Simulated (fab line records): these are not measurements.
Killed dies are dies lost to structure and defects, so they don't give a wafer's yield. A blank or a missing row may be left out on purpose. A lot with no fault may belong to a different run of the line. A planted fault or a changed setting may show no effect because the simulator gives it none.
Chamber matching ; flow nand harc ; rie diel-09 running NHARC_A_STAIRCASE_DESCUM_219: 4 sister chambers
The step chemistry O2, time 3 s. 16 wafers are shown with their chamber, then 8 later ones without.

== WAFERS WITH THEIR CHAMBER ==
wafer;chamber;drypump motor current A (A);showerhead plenum p Torr (Torr);rf vpp V (V)
L079.4;0;5.5;2.01;59.0
L079.5;3;5.8;1.85;56.8
L079.6;2;5.4;1.93;59.1
L080.4;2;5.4;1.93;58.5
L080.5;0;5.5;2.01;59.3
L080.6;1;6.7;2.01;59.2
L087.1;2;5.4;1.93;58.6
L087.2;1;6.7;2.00;57.7
L087.6;1;6.7;2.00;58.7
L094.2;0;5.5;2.00;59.5
L094.4;1;6.7;2.00;58.7
L094.5;2;5.4;1.93;59.0
L093.2;2;5.4;1.92;57.9
L093.3;3;5.7;1.84;58.1
L093.6;3;5.8;1.84;58.1
L096.2;2;5.4;1.92;57.5

SIGNATURES, as means of the wafers listed above
reading;chamber 0;chamber 1;chamber 2;chamber 3;scatter within a chamber
drypump motor current A;5.500;6.700;5.400;5.767;0.0236
showerhead plenum p Torr;2.0067;2.0025;1.9267;1.8433;0.00534
rf vpp V;59.267;58.575;58.433;57.667;0.605
Rule: distance of a wafer from a chamber = root of the sum over the readings of ((wafer's reading minus chamber's mean) / reading's scatter) squared. The wafer belongs to the nearest chamber; if the next one is less than 2 further off, it can't be placed. The scatter: the root of (the sum of the squares of (reading less its chamber's mean) over the shown wafers, divided by (wafers less chambers)).

== WAFERS WHOSE CHAMBER IS MISSING ==
wafer;drypump motor current A (A);showerhead plenum p Torr (Torr);rf vpp V (V)
L096.4;6.8;2.00;59.2
L096.5;5.5;2.00;55.6
L095.1;5.7;1.84;56.8
L095.2;5.5;2.00;59.1
L095.3;5.4;1.92;59.7
L095.4;6.7;2.00;58.5
L095.5;5.4;1.92;57.1
L095.6;5.7;1.84;59.4

== THE CHAMBER EACH PASSED THROUGH ==
wafer;from the rows above;in truth
L096.4;1;1
L096.5;0;0
L095.1;3;3
L095.2;0;0
L095.3;2;2
L095.4;1;1
L095.5;2;2
L095.6;3;3
Correct placement for 8 of the 8. Left unplaced by these rows: 0. Number placed wrongly: 0.
